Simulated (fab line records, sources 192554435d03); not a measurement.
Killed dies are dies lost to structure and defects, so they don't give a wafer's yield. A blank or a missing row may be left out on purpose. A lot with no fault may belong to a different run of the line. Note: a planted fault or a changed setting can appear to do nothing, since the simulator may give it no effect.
Split-lot study | flow n5Finfet | 21 wafers read from 7 lots, route of 1938 steps

ABOUT THE SPLIT
At N5_BEOL_M7_ETCH_61 (etches SiARC in CF4, target depth 45.5 nm, time 75.8 s), the setting sourceW was moved away from the recipe's 545 W on 7 of the 21 wafers read, by -14.5% to +16.0%. All remaining wafers had this setting at the recipe value.

The reading is taken at the split's own step.

THE READING
rfVppV, in V, at N5_BEOL_M7_ETCH_61 (etches SiARC in CF4, target depth 45.5 nm, time 75.8 s). Fault-free wafers of this fab line usually give 183.8 V, standard deviation 1.1 V.

wafer  | tool, chamber at the split | sourceW as run, W | against the recipe | rfVppV, V | against lot-mates on the recipe
L083.1 | rieDiel-05, 0              | 476.8             | -12.5%             | 192.3     | +9.1
L083.3 | rieDiel-05, 2              | 545               | recipe             | 183.6     | -
L083.5 | rieDiel-05, 2              | 545               | recipe             | 182.8     | -
L080.2 | rieDiel-06, 1              | 545               | recipe             | 184.3     | -
L080.4 | rieDiel-06, 3              | 632.1             | +16.0%             | 177.1     | -7.2
L080.5 | rieDiel-06, 1              | 632.1             | +16.0%             | 173.4     | -10.9
L079.1 | rieDiel-06, 1              | 466.2             | -14.5%             | 192.8     | +9.1
L079.3 | rieDiel-06, 2              | 545               | recipe             | 182.8     | -
L079.4 | rieDiel-06, 3              | 545               | recipe             | 184.7     | -
L082.1 | rieDiel-05, 0              | 607.4             | +11.4%             | 178.2     | -5.5
L082.5 | rieDiel-05, 1              | 607.4             | +11.4%             | 176.2     | -7.5
L082.6 | rieDiel-05, 3              | 545               | recipe             | 183.7     | -
L094.3 | rieDiel-01, 2              | 545               | recipe             | 184.5     | -
L094.4 | rieDiel-01, 1              | 545               | recipe             | 184.9     | -
L094.6 | rieDiel-01, 1              | 545               | recipe             | 184.3     | -
L092.2 | rieDiel-05, 3              | 545               | recipe             | 182.1     | -
L092.4 | rieDiel-05, 1              | 500.8             | -8.1%              | 188.8     | +6.4
L092.5 | rieDiel-05, 3              | 545               | recipe             | 182.8     | -
L096.1 | rieDiel-05, 2              | 545               | recipe             | 183.4     | -
L096.4 | rieDiel-05, 1              | 545               | recipe             | 182.6     | -
L096.6 | rieDiel-05, 1              | 545               | recipe             | 183.7     | -

FIT RESULTS
A straight line over all 21 wafers: rfVppV changes by -0.583 V for each +1% of sourceW; r = -0.97; the points scatter about the line by 1.1 V.
The same after taking each lot's own level away (the mean of its wafers on the recipe; 21 wafers): -0.614 V for each +1%; r = -0.98; scatter 0.92 V.
That fit puts the effect of the largest move of sourceW on the reading at 9.8 V.
Measured against the standard deviation above, the lots' own levels, which go from 182.45 to 184.57 V, span 1.9 times it.
Hence the lot-to-lot level has little effect on the slope; both slopes agree.
Check: -10.3 V against its lot-mates is what the line predicts for one of the wafers moved furthest among these (+16.0%) when that wafer is left out of the fit. Against them it came out at -7.2 V.
Tool readings at the split's step, against how far the setting was moved: rfVppV r = -0.97.

ADDITIONAL SPLITS CARRIED BY THESE WAFERS
Other splits were also applied to these wafers ahead of the reading. Each is held against what the fit with the lots' levels taken away leaves over:
other split on the same wafers | wafers away from the commonest value | r with rfVppV (lot level and that fit taken away)
N5_BEOL_M5_EXPOSE_25 doseMj    | 11                                   | -0.02
N5_BEOL_M5_VIA_ETCH_34 biasW   | 7                                    | +0.22
N5_BEOL_M6_COAT_60 spinRpm     | 6                                    | +0.10
N5_BEOL_M6_COAT_05 spinRpm     | 8                                    | +0.05

FILE'S OWN FIT
rfVppV changes by -0.631 V for each +1% of sourceW, r = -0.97.
